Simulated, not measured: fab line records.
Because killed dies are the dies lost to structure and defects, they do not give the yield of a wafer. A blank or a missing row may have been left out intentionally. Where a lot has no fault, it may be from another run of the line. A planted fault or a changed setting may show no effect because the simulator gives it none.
Split-lot study :: flow n5_finfet :: on a route of 1938 steps: 7 lots, 21 wafers read

THE SPLIT ITSELF
At N5_BEOL_M5_COAT_05 (resist thk 30 nm), the setting spin_rpm was moved away from the recipe's 1500 rpm on 6 of the 21 wafers read, by -3.3% to +11.2%. All remaining wafers had this setting at the recipe value.

FROM THE SPLIT TO THE READING: what the file shows between them, 4 steps
- N5_BEOL_M5_EBR_07
- N5_BEOL_M5_SOFTBAKE_06: time 60 s
- N5_BEOL_M5_EXPOSE_08: exposes mask M5, target cd 28 nm
- N5_BEOL_M5_PEB_09: peb time 60 s

THE READING
CAR-EUV_of_BEOL_M5_COAT_05.thk_nm (the simulator's own value, which no gauge read), in nm, at N5_BEOL_M5_DEVELOP_10 (develop time 30 s). The file does not state a usual value for it. Here, 15 wafers ran the recipe; their average is 29.6 nm with a standard deviation of 0.1 nm.

wafer: L075.1
tool, chamber at the split: litho_track-02, 0
spin_rpm as run, rpm: 1500
against the recipe: recipe
CAR-EUV_of_BEOL_M5_COAT_05.thk_nm, nm: 29.6
against lot-mates on the recipe: -

wafer: L075.4
tool, chamber at the split: litho_track-02, 0
spin_rpm as run, rpm: 1500
against the recipe: recipe
CAR-EUV_of_BEOL_M5_COAT_05.thk_nm, nm: 29.6
against lot-mates on the recipe: -

wafer: L075.5
tool, chamber at the split: litho_track-02, 0
spin_rpm as run, rpm: 1500
against the recipe: recipe
CAR-EUV_of_BEOL_M5_COAT_05.thk_nm, nm: 29.6
against lot-mates on the recipe: -

wafer: L083.2
tool, chamber at the split: litho_track-02, 0
spin_rpm as run, rpm: 1500
against the recipe: recipe
CAR-EUV_of_BEOL_M5_COAT_05.thk_nm, nm: 29.6
against lot-mates on the recipe: -

wafer: L083.4
tool, chamber at the split: litho_track-02, 0
spin_rpm as run, rpm: 1500
against the recipe: recipe
CAR-EUV_of_BEOL_M5_COAT_05.thk_nm, nm: 29.6
against lot-mates on the recipe: -

wafer: L083.6
tool, chamber at the split: litho_track-02, 0
spin_rpm as run, rpm: 1660
against the recipe: +10.7%
CAR-EUV_of_BEOL_M5_COAT_05.thk_nm, nm: 28
against lot-mates on the recipe: -1.6

wafer: L082.1
tool, chamber at the split: litho_track-04, 0
spin_rpm as run, rpm: 1500
against the recipe: recipe
CAR-EUV_of_BEOL_M5_COAT_05.thk_nm, nm: 29.6
against lot-mates on the recipe: -

wafer: L082.5
tool, chamber at the split: litho_track-04, 0
spin_rpm as run, rpm: 1500
against the recipe: recipe
CAR-EUV_of_BEOL_M5_COAT_05.thk_nm, nm: 29.6
against lot-mates on the recipe: -

wafer: L082.4
tool, chamber at the split: litho_track-04, 0
spin_rpm as run, rpm: 1668
against the recipe: +11.2%
CAR-EUV_of_BEOL_M5_COAT_05.thk_nm, nm: 28
against lot-mates on the recipe: -1.6

wafer: L090.1
tool, chamber at the split: litho_track-01, 0
spin_rpm as run, rpm: 1500
against the recipe: recipe
CAR-EUV_of_BEOL_M5_COAT_05.thk_nm, nm: 29.8
against lot-mates on the recipe: -

wafer: L090.3
tool, chamber at the split: litho_track-01, 0
spin_rpm as run, rpm: 1500
against the recipe: recipe
CAR-EUV_of_BEOL_M5_COAT_05.thk_nm, nm: 29.8
against lot-mates on the recipe: -

wafer: L090.6
tool, chamber at the split: litho_track-01, 0
spin_rpm as run, rpm: 1500
against the recipe: recipe
CAR-EUV_of_BEOL_M5_COAT_05.thk_nm, nm: 29.8
against lot-mates on the recipe: -

wafer: L092.1
tool, chamber at the split: litho_track-01, 0
spin_rpm as run, rpm: 1500
against the recipe: recipe
CAR-EUV_of_BEOL_M5_COAT_05.thk_nm, nm: 29.6
against lot-mates on the recipe: -

wafer: L092.2
tool, chamber at the split: litho_track-01, 0
spin_rpm as run, rpm: 1567
against the recipe: +4.5%
CAR-EUV_of_BEOL_M5_COAT_05.thk_nm, nm: 29
against lot-mates on the recipe: -0.6

wafer: L092.4
tool, chamber at the split: litho_track-01, 0
spin_rpm as run, rpm: 1567
against the recipe: +4.5%
CAR-EUV_of_BEOL_M5_COAT_05.thk_nm, nm: 29
against lot-mates on the recipe: -0.6

wafer: L094.1
tool, chamber at the split: litho_track-02, 0
spin_rpm as run, rpm: 1500
against the recipe: recipe
CAR-EUV_of_BEOL_M5_COAT_05.thk_nm, nm: 29.6
against lot-mates on the recipe: -

wafer: L094.2
tool, chamber at the split: litho_track-02, 0
spin_rpm as run, rpm: 1500
against the recipe: recipe
CAR-EUV_of_BEOL_M5_COAT_05.thk_nm, nm: 29.6
against lot-mates on the recipe: -

wafer: L094.6
tool, chamber at the split: litho_track-02, 0
spin_rpm as run, rpm: 1500
against the recipe: recipe
CAR-EUV_of_BEOL_M5_COAT_05.thk_nm, nm: 29.6
against lot-mates on the recipe: -

wafer: L096.2
tool, chamber at the split: litho_track-02, 0
spin_rpm as run, rpm: 1500
against the recipe: recipe
CAR-EUV_of_BEOL_M5_COAT_05.thk_nm, nm: 29.4
against lot-mates on the recipe: -

wafer: L096.4
tool, chamber at the split: litho_track-02, 0
spin_rpm as run, rpm: 1450
against the recipe: -3.3%
CAR-EUV_of_BEOL_M5_COAT_05.thk_nm, nm: 30
against lot-mates on the recipe: +0.6

wafer: L096.6
tool, chamber at the split: litho_track-02, 0
spin_rpm as run, rpm: 1450
against the recipe: -3.3%
CAR-EUV_of_BEOL_M5_COAT_05.thk_nm, nm: 30
against lot-mates on the recipe: +0.6

THE FIT
A straight line over all 21 wafers: CAR-EUV_of_BEOL_M5_COAT_05.thk_nm changes by -0.144 nm for each +1% of spin_rpm; r = -0.98; the points scatter about the line by 0.097 nm.
The same after taking each lot's own level away (the mean of its wafers on the recipe; 21 wafers): -0.149 nm for each +1%; r = -1.00; scatter 0.038 nm.
That fit puts the effect of the largest move of spin_rpm on the reading at 1.7 nm.
The lots' own levels span 29.40 to 29.80 nm, that is 4.0 times the standard deviation above.
The two slopes agree, so the slope changes little with the lot-to-lot level.
Check: -1.68 nm against its lot-mates is what the line predicts for one of the wafers moved furthest among these (+11.2%) when that wafer is left out of the fit. It came out at -1.6 nm against them.

THESE WAFERS: OTHER SPLITS
Before the reading, these wafers also passed through other splits. Each is held against what the fit with the lots' levels taken away leaves over:
other split on the same wafers: N5_BEOL_M1_EXPOSE_25 dose_mj
wafers away from the commonest value: 7
r with CAR-EUV_of_BEOL_M5_COAT_05.thk_nm (lot level and that fit taken away): +0.34

other split on the same wafers: N5_BEOL_M1_DESCUM_33 time_s
wafers away from the commonest value: 4
r with CAR-EUV_of_BEOL_M5_COAT_05.thk_nm (lot level and that fit taken away): -0.26

other split on the same wafers: N5_BEOL_M2_ETCH_69 bias_w
wafers away from the commonest value: 4
r with CAR-EUV_of_BEOL_M5_COAT_05.thk_nm (lot level and that fit taken away): +0.08

other split on the same wafers: N5_BEOL_M2_TRENCH_ETCH_37 time_s
wafers away from the commonest value: 4
r with CAR-EUV_of_BEOL_M5_COAT_05.thk_nm (lot level and that fit taken away): -0.06

other split on the same wafers: N5_BEOL_M2_ALD_84 ald_cycles
wafers away from the commonest value: 7
r with CAR-EUV_of_BEOL_M5_COAT_05.thk_nm (lot level and that fit taken away): -0.60

other split on the same wafers: N5_BEOL_M5_PECVD_70 time_s
wafers away from the commonest value: 9
r with CAR-EUV_of_BEOL_M5_COAT_05.thk_nm (lot level and that fit taken away): -0.07

THE WHOLE CHAIN: every reading that the file lists as answering this split, in the file's order
step: N5_BEOL_M5_COAT_05
what it does: resist thk 30 nm
reading: CAR-EUV_of_BEOL_M5_COAT_05.thk_nm (the simulator's own value, which no gauge read)
change (the file's fit): -0.137 nm for each +1% of the setting
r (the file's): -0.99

step: N5_BEOL_M5_DEVELOP_10
what it does: develop time 30 s
reading: CAR-EUV_of_BEOL_M5_COAT_05.thk_nm (the simulator's own value, which no gauge read)
change (the file's fit): -0.147 nm for each +1% of the setting
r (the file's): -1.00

THE FILE'S OWN FIT
CAR-EUV_of_BEOL_M5_COAT_05.thk_nm changes by -0.147 nm for each +1% of spin_rpm, r = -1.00.
